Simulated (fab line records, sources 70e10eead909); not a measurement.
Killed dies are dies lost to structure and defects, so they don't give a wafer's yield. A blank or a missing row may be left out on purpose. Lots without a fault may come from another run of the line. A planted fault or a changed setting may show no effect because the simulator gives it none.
A struck lot beside a sound one | flow nand_harc | 14 steps out of a route of 1302
Sound: wafers L882.1, L882.2, L882.6. Struck: wafers L892.3, L892.5, L892.6. The cause comes at the end.
At each step with rows: each side's tool, then ch and its chambers, then its first start. Under that, the readings that differ: sound wafers | struck wafers | difference of the means | sigmas: that difference in standard deviations of wafers without a fault.
alike: readings whose means differ by less than 2 such deviations, and words and numbers that are the same on both sides. not compared: withheld readings, readings that some wafer has no value for, bounds like >300 that may hide the same value, and numbers for which the record gives no deviation and whose values overlap.
The two part at a step that has a row with sigmas, a row that says differs or no value, or rows on one side only. Numbers that don't overlap but have no deviation are shown without sigmas and don't part them. A reading that every wafer of one side lacks parts them only if that side has two wafers or more.

first, 7 steps without rows for these wafers: NHARC_A_CONTACT_COAT_35 (time 65 s); NHARC_A_CONTACT_COAT_36 (resist thk 90 nm); NHARC_A_CONTACT_SOFTBAKE_37 (time 55 s); NHARC_A_CONTACT_EBR_38; NHARC_A_CONTACT_EXPOSE_39 (exposes mask A CC 3); NHARC_A_CONTACT_PEB_40 (peb time 65 s); NHARC_A_CONTACT_DEVELOP_41 (develop time 35 s).
NHARC_A_CONTACT_CD_MEAS_42: target cd 300 nm.
  sound on cd_sem-02 ch 0, day 21 08:06; struck on cd_sem-03 ch 0, day 24 10:48
  alike: cd_nm
NHARC_A_CONTACT_OVL_MEAS_43:
  sound on overlay-01, day 21 08:11; struck on overlay-02, day 24 10:53
  alike: overlay_x_nm, overlay_y_nm
NHARC_A_CONTACT_INSPECT_44:
  sound on defect_inspect-01, day 21 08:14; struck on defect_inspect-02, day 24 10:55
  alike: raw_defect_count
NHARC_A_CONTACT_DESCUM_47: chemistry O2, time 3 s.
  sound on rie_diel-07 ch 1,2, day 21 08:17; struck on rie_diel-03 ch 2,3, day 24 10:59
  alike: drypump_motor_current_A, oes_product_au, rf_vpp_V, showerhead_plenum_p_Torr, throttle_valve_pct
  not compared: rf_hours_counter_h
NHARC_A_CONTACT_ETCH_48: etches the open film in CF4, target depth 39 nm, time 65 s.
  sound on rie_diel-07 ch 1,3, day 21 08:22; struck on rie_diel-03 ch 0,3, day 24 11:08
  reading              | sound             | struck            | difference | sigmas
  cf4_flow_sccm (sccm) | 149.2 149.8 149.0 | 150.6 150.3 150.1 | +1.0       | +2
  alike: bias_w, drypump_motor_current_A, oes_product_au, rf_vpp_V, showerhead_plenum_p_Torr, throttle_valve_pct
  not compared: rf_hours_counter_h
NHARC_A_CONTACT_ETCH_49: etches the open film in N2/H2, target depth 260 nm, time 475.3 s.
  sound on rie_diel-07 ch 0,2,3, day 21 08:28; struck on rie_diel-03 ch 1,2, day 24 11:15
  no value came back on the struck wafers for any of 7 readings (bias_w (W), chamber_pressure_mTorr (mTorr) and others); on the sound wafers bias_w (W) reads 149.7 150.1 149.7
  not compared: rf_hours_counter_h
NHARC_A_CONTACT_ETCH_50: etches the open film in CF4/CHF3, target depth 121 nm, time 60.5 s.
  sound on rie_diel-07 ch 0,2,3; struck on rie_diel-03 ch 0,3
  reading               | sound             | struck            | difference | sigmas
  oes_product_au (a.u.) | 0.976 0.964 0.965 | 0.924 0.919 0.920 | -0.047     | -2
  alike: bias_w, cf4_flow_sccm, drypump_motor_current_A, rf_vpp_V, showerhead_plenum_p_Torr, throttle_valve_pct
  not compared: rf_hours_counter_h

WHERE THEY PART
First at NHARC_A_CONTACT_ETCH_48; last, within this record, at NHARC_A_CONTACT_ETCH_50.

WHY: what the simulator had put in
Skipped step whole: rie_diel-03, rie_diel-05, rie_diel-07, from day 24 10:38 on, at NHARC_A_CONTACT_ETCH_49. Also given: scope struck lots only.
